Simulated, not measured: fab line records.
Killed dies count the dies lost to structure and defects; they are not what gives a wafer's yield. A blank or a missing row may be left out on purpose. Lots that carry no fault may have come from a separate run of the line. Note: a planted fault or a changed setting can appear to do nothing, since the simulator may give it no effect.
Matching of chambers :: flow n5Finfet :: 3 sister chambers for N5_BEOL_M9_PECVD_70 on pecvd-04
The step deposits SiO2 from TEOS/O2, target thk 20 nm, time 22.7 s. 14 wafers are shown with their chamber, then 7 later ones without.

WAFERS, EACH WITH ITS CHAMBER
wafer: L077.1
chamber: 1
throttleValvePct (%): 21.4
showerheadPlenumPTorr (Torr): 8.79
heaterPowerW (W): 756

wafer: L077.4
chamber: 0
throttleValvePct (%): 22.9
showerheadPlenumPTorr (Torr): 8.73
heaterPowerW (W): 717

wafer: L077.5
chamber: 1
throttleValvePct (%): 21.3
showerheadPlenumPTorr (Torr): 8.81
heaterPowerW (W): 776

wafer: L086.1
chamber: 0
throttleValvePct (%): 22.9
showerheadPlenumPTorr (Torr): 8.74
heaterPowerW (W): 788

wafer: L086.3
chamber: 2
throttleValvePct (%): 21.4
showerheadPlenumPTorr (Torr): 8.75
heaterPowerW (W): 701

wafer: L086.5
chamber: 1
throttleValvePct (%): 21.5
showerheadPlenumPTorr (Torr): 8.81
heaterPowerW (W): 842

wafer: L088.1
chamber: 0
throttleValvePct (%): 22.9
showerheadPlenumPTorr (Torr): 8.74
heaterPowerW (W): 766

wafer: L088.2
chamber: 1
throttleValvePct (%): 21.4
showerheadPlenumPTorr (Torr): 8.82
heaterPowerW (W): 814

wafer: L088.5
chamber: 2
throttleValvePct (%): 21.5
showerheadPlenumPTorr (Torr): 8.77
heaterPowerW (W): 642

wafer: L090.2
chamber: 2
throttleValvePct (%): 21.4
showerheadPlenumPTorr (Torr): 8.74
heaterPowerW (W): 617

wafer: L090.3
chamber: 0
throttleValvePct (%): 22.9
showerheadPlenumPTorr (Torr): 8.72
heaterPowerW (W): 800

wafer: L090.5
chamber: 1
throttleValvePct (%): 21.5
showerheadPlenumPTorr (Torr): 8.80
heaterPowerW (W): 805

wafer: L094.2
chamber: 2
throttleValvePct (%): 21.5
showerheadPlenumPTorr (Torr): 8.77
heaterPowerW (W): 740

wafer: L094.3
chamber: 0
throttleValvePct (%): 22.7
showerheadPlenumPTorr (Torr): 8.73
heaterPowerW (W): 721

SIGNATURES (averages over the wafers above)
reading: throttleValvePct
chamber 0: 22.860
chamber 1: 21.420
chamber 2: 21.450
scatter within a chamber: 0.0798

reading: showerheadPlenumPTorr
chamber 0: 8.7320
chamber 1: 8.8060
chamber 2: 8.7575
scatter within a chamber: 0.0116

reading: heaterPowerW
chamber 0: 758.40
chamber 1: 798.60
chamber 2: 675.00
scatter within a chamber: 42.2
Rule: for a wafer and a chamber, the distance is found by dividing, reading by reading, the gap between the wafer's reading and the chamber's mean by the reading's scatter, squaring, summing and taking the root. If the next closest chamber is less than 2 further off than the closest, the wafer can't be placed; otherwise it belongs to the closest. The scatter: take each reading less its chamber's mean, square it, sum over the shown wafers, divide by the number of wafers less the number of chambers, and take the root.

WAFERS MISSING THEIR CHAMBER
wafer: L094.5
throttleValvePct (%): 22.9
showerheadPlenumPTorr (Torr): 8.72
heaterPowerW (W): 697

wafer: L097.3
throttleValvePct (%): 22.9
showerheadPlenumPTorr (Torr): 8.72
heaterPowerW (W): 745

wafer: L097.5
throttleValvePct (%): 21.5
showerheadPlenumPTorr (Torr): 8.80
heaterPowerW (W): 714

wafer: L097.6
throttleValvePct (%): 22.8
showerheadPlenumPTorr (Torr): 8.73
heaterPowerW (W): 757

wafer: L091.3
throttleValvePct (%): 21.7
showerheadPlenumPTorr (Torr): 8.81
heaterPowerW (W): 716

wafer: L091.4
throttleValvePct (%): 21.6
showerheadPlenumPTorr (Torr): 8.75
heaterPowerW (W): 700

wafer: L091.5
throttleValvePct (%): 21.3
showerheadPlenumPTorr (Torr): 8.82
heaterPowerW (W): 722

EACH ONE'S CHAMBER
wafer: L094.5
from the rows above: 0
in truth: 0

wafer: L097.3
from the rows above: 0
in truth: 0

wafer: L097.5
from the rows above: can't be placed: 1 or 2
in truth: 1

wafer: L097.6
from the rows above: 0
in truth: 0

wafer: L091.3
from the rows above: can't be placed: 1 or 2
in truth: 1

wafer: L091.4
from the rows above: 2
in truth: 2

wafer: L091.5
from the rows above: 1
in truth: 1
5 of 7 placed correctly. These rows do not allow placing 2 (true chamber among the candidates in 2). 0 placed wrongly.
